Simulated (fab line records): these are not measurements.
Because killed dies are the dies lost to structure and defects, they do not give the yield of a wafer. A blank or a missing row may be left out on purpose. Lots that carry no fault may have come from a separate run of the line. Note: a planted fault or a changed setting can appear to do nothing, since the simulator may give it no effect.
Which tool did it? + flow nandHarc + 12 lots, 36 wafers sampled, at 2 steps of a route of 1302

== WHAT EACH GAUGE READ, for each wafer ==
NHARC_A_M0_INSPECT_11.
| lot  | measured     | on               | rawDefectCount |
|------|--------------|------------------|----------------|
| L076 | day 23 03:50 | defectInspect-01 | 112 131 140    |
| L077 | day 23 18:44 | defectInspect-02 | 102 118 105    |
| L079 | day 25 06:34 | defectInspect-01 | 127 118 115    |
| L080 | day 25 15:12 | defectInspect-01 | 81 107 93      |
| L083 | day 26 20:53 | defectInspect-01 | 15 20 12       |
| L084 | day 27 04:11 | defectInspect-02 | 96 83 75       |
| L088 | day 28 16:11 | defectInspect-01 | 71 84 76       |
| L091 | day 28 23:49 | defectInspect-01 | 132 135 173    |
| L089 | day 29 02:53 | defectInspect-02 | 72 77 65       |
| L095 | day 30 20:07 | defectInspect-02 | 85 94 94       |
| L093 | day 31 01:29 | defectInspect-02 | 58 64 69       |
| L097 | day 32 16:11 | defectInspect-01 | 92 99 104      |

== TOOL THAT RAN EACH LOT (tool first, then ch and the chambers of the sampled wafers, then the start) ==
| lot  | NHARC_A_BLC_PVD_32                     |
|------|----------------------------------------|
| L076 | pvdSputter-02, day 23 03:50 or earlier |
| L077 | pvdSputter-01, day 23 18:44 or earlier |
| L079 | pvdSputter-03, day 25 06:34 or earlier |
| L080 | pvdSputter-02, day 25 15:12 or earlier |
| L083 | pvdSputter-01, day 26 20:53 or earlier |
| L084 | pvdSputter-01, day 27 04:11 or earlier |
| L088 | pvdSputter-01, day 28 16:11 or earlier |
| L091 | pvdSputter-01, day 28 23:49 or earlier |
| L089 | pvdSputter-01, day 29 02:53 or earlier |
| L095 | pvdSputter-02, day 30 20:07 or earlier |
| L093 | pvdSputter-02, day 31 01:29 or earlier |
| L097 | pvdSputter-02, day 32 16:11 or earlier |
- NHARC_A_BLC_PVD_32: deposits Ti, target thk 5 nm, time 17.7 s.

== THE ANSWER, worked out from the rows above alone ==
Rule: the usual values come from the lots themselves. The widest of any qualifying gaps counts: lots, ordered by their means at a reading, are off when they make up no more than a third of the lots, leave a main group of 4 or more, and stand apart from it by 3 or more times the standard deviation of that group's means. A main group is skipped when, at the precision printed for the reading in the tables above, its means are all equal. A lot without any number at a reading at which 4 lots or more have one is off too. All remaining lots with rows at the step are treated as sound.
No lot is off on any of the readings shown, so nothing can be concluded from this.

== WHAT HAD BEEN PUT IN BY THE SIMULATOR ==
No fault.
